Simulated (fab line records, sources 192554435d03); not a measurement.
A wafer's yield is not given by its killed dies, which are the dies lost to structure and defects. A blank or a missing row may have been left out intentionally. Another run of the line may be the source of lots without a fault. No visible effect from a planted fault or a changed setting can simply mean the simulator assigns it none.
Chamber matching :: flow n5 finfet :: N5_BEOL_M1_CO_CAP_55 on cvd co-02 has 3 sister chambers
The step material Co, precursor CCTBA/H2, target thk 2 nm, time 102.1 s. 6 wafers are shown with their chamber, then 12 later ones without.

== WAFERS PAIRED WITH THEIR CHAMBERS ==
wafer: L083.4
chamber: 0
heater power w (W): 278
susceptor temp C (C): 199.66

wafer: L085.1
chamber: 1
heater power w (W): 222
susceptor temp C (C): 200.15

wafer: L085.6
chamber: 2
heater power w (W): 274
susceptor temp C (C): 199.99

wafer: L089.1
chamber: 2
heater power w (W): 273
susceptor temp C (C): 199.91

wafer: L089.2
chamber: 0
heater power w (W): 280
susceptor temp C (C): 199.95

wafer: L089.3
chamber: 1
heater power w (W): 225
susceptor temp C (C): 199.93

== WAFERS WHOSE CHAMBER IS MISSING ==
wafer: L092.1
heater power w (W): 265
susceptor temp C (C): 200.09

wafer: L092.2
heater power w (W): 229
susceptor temp C (C): 199.87

wafer: L092.5
heater power w (W): 280
susceptor temp C (C): 200.02

wafer: L093.1
heater power w (W): 265
susceptor temp C (C): 200.22

wafer: L093.4
heater power w (W): 224
susceptor temp C (C): 200.05

wafer: L093.5
heater power w (W): 230
susceptor temp C (C): 200.24

wafer: L096.3
heater power w (W): 281
susceptor temp C (C): 200.15

wafer: L096.4
heater power w (W): 272
susceptor temp C (C): 199.96

wafer: L096.6
heater power w (W): 225
susceptor temp C (C): 200.14

wafer: L097.3
heater power w (W): 269
susceptor temp C (C): 199.81

wafer: L097.4
heater power w (W): 270
susceptor temp C (C): 199.69

wafer: L097.5
heater power w (W): 283
susceptor temp C (C): 200.00

== EACH ONE'S CHAMBER ==
wafer: L092.1
from the rows above: 2
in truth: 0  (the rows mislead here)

wafer: L092.2
from the rows above: 1
in truth: 1

wafer: L092.5
from the rows above: 0
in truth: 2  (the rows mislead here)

wafer: L093.1
from the rows above: 2
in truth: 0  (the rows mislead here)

wafer: L093.4
from the rows above: 1
in truth: 1

wafer: L093.5
from the rows above: 1
in truth: 1

wafer: L096.3
from the rows above: 0
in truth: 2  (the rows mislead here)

wafer: L096.4
from the rows above: 2
in truth: 2

wafer: L096.6
from the rows above: 1
in truth: 1

wafer: L097.3
from the rows above: 2
in truth: 2

wafer: L097.4
from the rows above: 2
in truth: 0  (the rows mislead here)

wafer: L097.5
from the rows above: 0
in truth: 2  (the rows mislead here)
Correctly placed: 6 of 12. Left unplaced by these rows: 0. 6 placed wrongly.
How it was worked out, from the rows above alone: a wafer's distance from a chamber is the root of the sum, over the readings, of the square of ((its reading less the chamber's mean) divided by the reading's scatter). The wafer belongs to the nearest chamber; if the next one is less than 2 further off, it can't be placed. A chamber's mean is the mean of its shown wafers. How the scatter is found: for the shown wafers, subtract from each reading the mean of its chamber, square and add these, divide the total by (wafers less chambers), then take the root.
